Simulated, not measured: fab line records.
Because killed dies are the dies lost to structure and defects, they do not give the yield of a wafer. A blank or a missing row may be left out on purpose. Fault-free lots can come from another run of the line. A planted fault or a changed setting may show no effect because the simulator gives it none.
fab line records	flow nand-harc
record: lots: 7	wafers: 21	last-day: 34
route steps=1302 shown A_M1@1189 A_BONDPAD@1202 END@1302
lots with no fault: from the same line, run without faults
start-h: the number of hours between the record's first day and the start of the first shown wafer of the lot	wait-h: hours elapsed since this lot's preceding step	" same as the row above	L1.1+2: a row that stands for several wafers	- no value, or no start was given	* or withheld: withheld	< > ~ a bound
route shown NAME@n: names a module that has steps shown in the file, with the first one's number in the route	usual: mean/standard deviation taken from wafers without a fault	same: alike in all rows	chamber/n: place in a boat	sites: each site's reading	_std_site: their standard deviation	_edge_site: inner sites' mean taken away from outer sites' mean	radius-mm: for every site, how far away it sits from the centre of the wafer	mask NAME#n: copy n	behind: the most recent tool/chamber to have shaped the wafer	hold: reason for holding the lot/hours on hold/outcome of the hold	device: the n, p or np transistor that did not switch	end of line: the tests these same wafers got at the end of their route	step lacking rows: just its recipe	killed: dies lost to structure and defects at the first sort, not the wafer's yield	map: a wafer's dies, marking killed ones x, the rest . and places with no die _
set.NAME: setting as actually run; set.NAME@STEP: the setting as run at that earlier step	model.NAME: the simulator's own value behind a step, which no gauge read
a table for each step, a row for each wafer; lots at some steps of the route
services: the hour from which a tool's chamber was out of use, counted from the record's first day as start-h (under 0 if before that day), plus the number of hours and why
== steps ==
step: NHARC_A_M1_DEGAS_29
recipe: temp-c: 250	time-s: 60
usual: heater-power-w: 350/49
lot.wafer	tool	chamber	start-h	wait-h	heater-power-w
L665.4	pvd-sputter-03	-	537.08	-	378
L665.3	"	-	"	"	406
L665.1	"	-	"	"	299
L675.2	pvd-sputter-01	-	632.70	-	303
L675.4	"	-	"	"	236
L675.6	"	-	"	"	299
L677.2	pvd-sputter-02	-	635.48	-	316
L677.3	"	-	"	"	339
L677.1	"	-	"	"	453
L676.3	pvd-sputter-03	-	644.24	-	413
L676.4	"	-	"	"	363
L676.5	"	-	"	"	413
L680.4	pvd-sputter-03	-	667.58	-	363
L680.1	"	-	"	"	424
L680.2	"	-	"	"	371
L683.1	pvd-sputter-03	-	717.84	-	293
L683.2	"	-	"	"	349
L683.5	"	-	"	"	394
L688.3	pvd-sputter-02	-	767.23	-	328
L688.1	"	-	"	"	323
L688.6	"	-	"	"	326
step: NHARC_A_M1_PRE_CLEAN_30
recipe: time-s: 30	temp-c: 280	gas: H2/He
usual: heater-power-w: 431/59
lot.wafer	tool	chamber	start-h	wait-h	heater-power-w
L665.4	pvd-sputter-03	-	-	-	459
L665.3	"	-	"	"	519
L665.1	"	-	"	"	359
L675.2	pvd-sputter-01	-	-	-	371
L675.4	"	-	"	"	382
L675.6	"	-	"	"	389
L677.3	pvd-sputter-02	-	-	-	425
L677.2	"	-	"	"	414
L677.1	"	-	"	"	542
L676.3	pvd-sputter-03	-	-	-	355
L676.4	"	-	"	"	460
L676.5	"	-	"	"	364
L680.1	pvd-sputter-03	-	-	-	512
L680.4	"	-	"	"	371
L680.2	"	-	"	"	445
L683.2	pvd-sputter-03	-	-	-	490
L683.1	"	-	"	"	354
L683.5	"	-	"	"	438
L688.3	pvd-sputter-02	-	-	-	407
L688.1	"	-	"	"	415
L688.6	"	-	"	"	397
step: NHARC_A_M1_PVD_20
recipe: target-thk-a: 50	bias-v: 168.6	power-w: 15000	chamber-pressure-pa: 0.12	time-s: 8.06	substrate-temp-c: 50	material: TaN
usual: throttle-valve-pct: 29.4/0.97
lot.wafer	tool	chamber	start-h	wait-h	throttle-valve-pct
L665.3	pvd-sputter-03	-	-	-	29.8
L665.1	"	-	"	"	29.0
L665.4	"	-	"	"	28.4
L675.2	pvd-sputter-01	-	-	-	31.0
L675.4	"	-	"	"	31.2
L675.6	"	-	"	"	29.5
L677.3	pvd-sputter-02	-	-	-	28.7
L677.1	"	-	"	"	29.3
L677.2	"	-	"	"	30.9
L676.4	pvd-sputter-03	-	-	-	29.1
L676.3	"	-	"	"	29.6
L676.5	"	-	"	"	29.0
L680.1	pvd-sputter-03	-	-	-	29.1
L680.2	"	-	"	"	28.2
L680.4	"	-	"	"	29.4
L683.2	pvd-sputter-03	-	-	-	28.3
L683.1	"	-	"	"	27.9
L683.5	"	-	"	"	29.4
L688.1	pvd-sputter-02	-	-	-	29.7
L688.3	"	-	"	"	28.3
L688.6	"	-	"	"	30.0
step: NHARC_A_M1_PVD_21
recipe: target-thk-a: 300	chamber-pressure-pa: 5	power-w: 5000	substrate-temp-c: 30	time-s: 20.49	material: Cu
step: NHARC_A_M1_ECD_22
recipe: target-thk-a: 4000	bath-temp-c: 25	material: Cu
step: NHARC_A_M1_ANNEAL_31
recipe: temp-c: 225	time-s: 90
usual: wafer_temp_C_max: 225.93/0.23
lot.wafer	tool	chamber	start-h	wait-h	wafer_temp_C_max
L665.1	rtp-anneal-01	0	537.82	0.3	226.00
L665.3	"	0	"	"	225.92
L665.4	"	0	"	"	225.97
L675.2	rtp-anneal-02	0	633.50	0.3	226.00
L675.4	"	0	"	"	226.23
L675.6	"	0	"	"	225.73
L677.1	rtp-anneal-01	0	636.22	0.3	225.91
L677.2	"	0	"	"	225.89
L677.3	"	0	"	"	226.19
L676.3	rtp-anneal-01	0	645.10	-	225.69
L676.4	"	0	"	"	225.54
L676.5	"	0	"	"	225.47
L680.1	rtp-anneal-02	0	668.34	0.3	226.12
L680.2	"	0	"	"	226.07
L680.4	"	0	"	"	225.81
L683.1	rtp-anneal-01	0	718.57	-	226.51
L683.2	"	0	"	"	226.08
L683.5	"	0	"	"	226.08
L688.1	rtp-anneal-02	0	767.96	-	225.93
L688.3	"	0	"	"	225.56
L688.6	"	0	"	"	226.05
step: NHARC_A_M1_CMP_23
recipe: t-overpolish-s: 20	target-thk-nm: 154.34
step: NHARC_A_M1_THK_MEAS_24
recipe: thk-meas-gauge: xrf
usual: thk-nm: 154.5/1.4
lot.wafer	tool	chamber	start-h	wait-h	thk-nm
L665.1	film-metro-01	-	538.47	-	155.3
L665.3	"	-	"	"	154.2
L665.4	"	-	"	"	154.7
L675.2	film-metro-02	-	634.11	-	154.7
L675.4	"	-	"	"	152.7
L675.6	"	-	"	"	155.0
L677.1	film-metro-02	-	637.03	-	155.9
L677.2	"	-	"	"	153.7
L677.3	"	-	"	"	155.1
L676.3	film-metro-02	-	645.66	-	154.0
L676.4	"	-	"	"	153.7
L676.5	"	-	"	"	156.4
L680.1	film-metro-02	-	669.00	-	156.5
L680.2	"	-	"	"	154.0
L680.4	"	-	"	"	154.8
L683.1	film-metro-01	-	719.22	-	153.1
L683.2	"	-	"	"	152.0
L683.5	"	-	"	"	152.9
L688.1	film-metro-01	-	768.62	-	152.7
L688.3	"	-	"	"	156.3
L688.6	"	-	"	"	153.0
step: NHARC_A_M1_SRD_25
step: NHARC_A_M1_INSPECT_27
usual: raw-defect-count: 528/130
lot.wafer	tool	chamber	start-h	wait-h	raw-defect-count
L665.1	defect-inspect-01	-	538.66	0.0	404
L665.3	"	-	"	"	478
L665.4	"	-	"	"	530
L675.2	defect-inspect-01	-	634.27	0.0	561
L675.4	"	-	"	"	588
L675.6	"	-	"	"	854
L677.1	defect-inspect-01	-	637.21	0.0	459
L677.2	"	-	"	"	716
L677.3	"	-	"	"	472
L676.3	defect-inspect-01	-	645.86	0.0	559
L676.4	"	-	"	"	439
L676.5	"	-	"	"	490
L680.1	defect-inspect-01	-	669.18	0.0	470
L680.2	"	-	"	"	394
L680.4	"	-	"	"	509
L683.1	defect-inspect-01	-	719.37	0.0	449
L683.2	"	-	"	"	631
L683.5	"	-	"	"	731
L688.1	defect-inspect-01	-	768.78	0.0	822
L688.3	"	-	"	"	788
L688.6	"	-	"	"	628
step: NHARC_A_M1_PRE_CLEAN_32
recipe: time-s: 12	temp-c: 370	rf-power-w: 300	gas: NH3
step: NHARC_A_M1_DEP_33
recipe: target-thk-a: 300	temp-c: 370	target-thk-nm: 30	pressure-torr: 3	flow-sccm: 200	rf-w: 450	material: SiCN
usual: chamber-pressure-Torr: 2.999/0.007	heater-power-outer-w: 313/42	heater-power-w: 550/61
lot.wafer	tool	chamber	start-h	wait-h	chamber-pressure-Torr	heater-power-outer-w	heater-power-w
L665.3	pecvd-01	2	538.85	0.1	2.990	272	540
L665.1	"	0	"	"	3.005	327	545
L665.4	"	0	"	"	3.007	309	540
L675.2	pecvd-02	2	634.45	0.1	-	-	-
L675.6	"	1	"	"	-	-	-
L675.4	"	0	"	"	-	-	-
L677.3	pecvd-01	1	637.37	0.1	-	-	-
L677.1	"	2	"	"	-	-	-
L677.2	"	0	"	"	-	-	-
L676.3	pecvd-02	1	646.09	0.1	-	-	-
L676.4	"	2	"	"	-	-	-
L676.5	"	1	"	"	-	-	-
L680.1	pecvd-04	1	669.33	0.1	3.001	203	401
L680.2	"	0	"	"	2.997	260	437
L680.4	"	1	"	"	3.001	205	418
L683.1	pecvd-04	1	719.52	0.1	2.993	186	405
L683.2	"	0	"	"	2.993	294	485
L683.5	"	0	"	"	2.999	289	495
L688.3	pecvd-02	0	768.93	0.1	2.997	311	568
L688.1	"	1	"	"	2.984	342	629
L688.6	"	2	"	"	3.006	376	630
step: NHARC_A_BONDPAD_DEP_00
recipe: target-thk-a: 2500	temp-c: 370	target-thk-nm: 250	pressure-torr: 3	flow-sccm: 200	rf-w: 450	material: SiCN
usual: chamber-pressure-Torr: 3.000/0.0063	heater-power-outer-w: 305/63	heater-power-w: 540/85
lot.wafer	tool	chamber	start-h	wait-h	chamber-pressure-Torr	heater-power-outer-w	heater-power-w
L665.1	pecvd-03	2	539.36	-	2.990	470	746
L665.3	"	1	"	"	2.987	327	563
L665.4	"	2	"	"	2.993	477	747
L675.2	pecvd-03	0	635.03	-	2.996	209	414
L675.4	"	0	"	"	2.994	212	415
L675.6	"	0	"	"	2.993	219	414
L677.1	pecvd-01	1	637.93	-	3.001	281	487
L677.3	"	2	"	"	2.987	294	594
L677.2	"	0	"	"	2.991	345	586
L676.3	pecvd-03	0	646.76	-	3.000	161	338
L676.4	"	2	"	"	2.994	385	623
L676.5	"	0	"	"	2.992	173	363
L680.2	pecvd-03	0	669.89	-	2.997	219	419
L680.1	"	2	"	"	2.991	378	641
L680.4	"	1	"	"	3.002	297	519
L683.1	pecvd-01	1	720.12	-	2.994	328	555
L683.2	"	2	"	"	3.004	296	566
L683.5	"	0	"	"	3.005	350	573
L688.3	pecvd-03	0	769.48	-	3.003	243	462
L688.1	"	2	"	"	2.993	443	704
L688.6	"	1	"	"	2.993	374	600
step: NHARC_END_SORT_01
recipe: temp-c: 25
usual: defect-limited-yield: 91.4/2.7	killed-at-array: 53/18	killed-at-other: 0.8/1.1	killed-at-periphery: 4.1/2.7	killed-dies: 58/18	killed-open: 3.1/1.7	killed-short: 2.7/1.7	sort_bin_2_pct: 3.0/1.2	sort_bin_3_pct: 0.6/0.37	sort_bin_4_pct: 4.9/1.5	sort-n-pass: 619/18	sort-rim-yield-pct: 91/4.1	sort-yield-pct: 91.4/2.7
same: gross-dies: 677	sort_bin_5_pct[%]: 0	sort_bin_6_pct[%]: 0	sort_bin_7_pct[%]: 0	sort_bin_8_pct[%]: 0	sort-rim-n-gross: 106.00
lot.wafer	tool	chamber	start-h	wait-h	defect-limited-yield[%]	killed-at-array	killed-at-other	killed-at-periphery	killed-dies	killed-open	killed-short	sort_bin_2_pct[%]	sort_bin_3_pct[%]	sort_bin_4_pct[%]	sort-n-pass	sort-rim-yield-pct[%]	sort-yield-pct[%]
L665.1	prober-01	0	573.49	2.5	89.8	61	0	8	69	5	2	4.7	0.7	4.7	608	90	89.8
L665.3	prober-01	0	575.11	3.1	93.8	40	0	2	42	5	3	1.8	0.1	4.3	635	88	93.8
L665.4	prober-01	0	575.92	3.4	90.3	60	0	6	66	0	1	3.7	0.3	5.8	611	94	90.3
L677.1	prober-01	0	667.63	2.5	91.4	54	1	3	58	1	4	3.7	0.4	4.4	619	93	91.4
L677.2	prober-01	0	668.43	2.8	91.4	50	1	7	58	1	4	3.5	0.6	4.4	619	91	91.4
L677.3	prober-01	0	669.23	3.1	89.8	64	0	5	69	5	1	3.4	0.6	6.2	608	92	89.8
L675.2	prober-02	0	668.45	2.8	88.8	72	1	3	76	4	4	3.4	0.4	7.4	601	90	88.8
L675.4	prober-02	0	670.07	3.4	87.0	85	2	1	88	5	0	4.3	0.7	8.0	589	96	87.0
L675.6	prober-02	0	671.68	4.0	91.4	56	1	1	58	2	3	3.2	1.2	4.1	619	93	91.4
killed by level:class
L665.1 A_CHANNEL_HOLE_D1:chamber-film-flake=29 A_CHANNEL_HOLE_D2:chamber-film-flake=14 P_M1:chamber-film-flake=4 A_ZERO_WELL:chamber-film-flake=4 A_WL_FILL:chamber-film-flake=4 P_GATE:chamber-film-flake=3 A_STAIRCASE:chamber-film-flake=2 P_M0:geometric-particle:open=1
L665.3 A_CHANNEL_HOLE_D1:chamber-film-flake=13 A_CHANNEL_HOLE_D2:chamber-film-flake=7 A_WL_FILL:chamber-film-flake=5 A_ZERO_WELL:chamber-film-flake=4 P_M1:chamber-film-flake=2 A_CHANNEL_HOLE_D1:geometric-particle:short=1 A_CHANNEL_FILL_D1:geometric-particle:open=1 A_ONON_D2:geometric-particle:short=1
L665.4 A_CHANNEL_HOLE_D2:chamber-film-flake=33 A_CHANNEL_HOLE_D1:chamber-film-flake=19 P_M1:chamber-film-flake=4 A_ZERO_WELL:chamber-film-flake=4 P_GATE:chamber-film-flake=2 A_CHANNEL_HOLE_D1:geometric-particle:short=1 A_CHANNEL_FILL_D1:chamber-film-flake=1 A_CHANNEL_FILL_D2:chamber-film-flake=1
L677.1 A_SLIT:chamber-film-flake=21 A_CHANNEL_HOLE_D2:chamber-film-flake=14 A_CONTACT:chamber-film-flake=10 A_CHANNEL_HOLE_D1:chamber-film-flake=2 A_ONON_D1:geometric-particle:open=1 A_ONON_D1:geometric-particle:short=1 A_ONON_D2:geometric-particle:short=1 A_SGD_CUT:geometric-particle:short=1
L677.2 A_SLIT:chamber-film-flake=19 A_STAIRCASE:chamber-film-flake=8 A_CHANNEL_HOLE_D2:chamber-film-flake=6 P_CONTACT:chamber-film-flake=4 A_CONTACT:chamber-film-flake=4 A_WL_FILL:chamber-film-flake=4 A_CHANNEL_HOLE_D1:chamber-film-flake=3 P_ZERO_WELL:chamber-film-flake=3
L675.2 A_CHANNEL_HOLE_D1:chamber-film-flake=35 A_SLIT:chamber-film-flake=21 A_CHANNEL_HOLE_D2:unspecified=3 A_STAIRCASE:chamber-film-flake=3 P_CONTACT:geometric-particle:short=2 A_CHANNEL_FILL_D1:chamber-film-flake=2 A_WL_FILL:chamber-film-flake=2 P_M1:geometric-particle:open=1
L677.3 A_SLIT:chamber-film-flake=36 A_CHANNEL_HOLE_D2:chamber-film-flake=9 A_CHANNEL_HOLE_D1:chamber-film-flake=5 A_CONTACT:chamber-film-flake=4 A_STAIRCASE:chamber-film-flake=4 A_WL_FILL:chamber-film-flake=3 A_SOURCE_PLATE:geometric-particle:open=2 P_CONTACT:chamber-film-flake=2
L675.4 A_CHANNEL_HOLE_D1:chamber-film-flake=37 A_SLIT:chamber-film-flake=35 A_CONTACT:chamber-film-flake=3 A_STAIRCASE:chamber-film-flake=3 A_CHANNEL_FILL_D1:geometric-particle:open=2 A_CONTACT:geometric-particle:open=2 P_STI:chamber-film-flake=1 STARTING-WAFER:geometric-particle:open=1
L675.6 A_SLIT:chamber-film-flake=28 A_CHANNEL_HOLE_D1:chamber-film-flake=12 A_CHANNEL_FILL_D1:chamber-film-flake=4 A_CHANNEL_HOLE_D2:unspecified=4 A_CHANNEL_HOLE_D2:chamber-film-flake=2 P_CONTACT:geometric-particle:short=1 A_CHANNEL_FILL_D1:geometric-particle:short=1 A_DECK1_JOINT:geometric-particle:short=1
== services ==
tool	chamber	start-h	hours	kind
pecvd-01	-	516.96	1.6	repair
pvd-sputter-03	-	526.24	10.0	pm
pecvd-03	-	536.63	0.7	repair
pecvd-03	-	547.56	13.0	pm
pecvd-02	-	554.52	0.4	repair
pvd-sputter-03	-	565.98	6.6	repair
pvd-sputter-01	-	578.44	7.2	repair
pvd-sputter-01	-	585.67	10.0	pm
pecvd-02	-	589.41	13.0	pm
pecvd-02	-	604.92	1.7	repair
pecvd-03	-	612.10	0.4	repair
pvd-sputter-03	-	613.73	5.3	repair
pecvd-03	1	629.25	18.9	repair
pvd-sputter-02	-	638.01	10.0	pm
pecvd-01	0	653.65	6.4	repair
pecvd-02	2	672.55	2.8	repair
pvd-sputter-02	-	673.42	1.4	repair
pecvd-01	-	673.45	13.0	pm
pecvd-02	2	687.57	4.2	repair
pvd-sputter-03	-	704.33	10.0	pm
pecvd-03	-	713.71	1.1	repair
pecvd-01	-	713.92	0.9	repair
pecvd-03	-	717.17	0.6	repair
pecvd-03	-	728.59	13.0	pm
== key ==
first-sign: step: NHARC_A_M1_DEP_33	reading: tool-record	direction: missing
effect none on later readings
met-at NHARC_A_M1_DEP_33
struck-wafers L675.2,L675.4,L675.6,L676.3,L676.4,L676.5,L677.1,L677.2,L677.3
onset-between 538.85 634.45
fault: kind: skipped-step-whole	tool: pecvd-01,pecvd-02	chamber: -	onset-h: 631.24	steps: NHARC_A_M1_DEP_33	scope: struck-lots-only
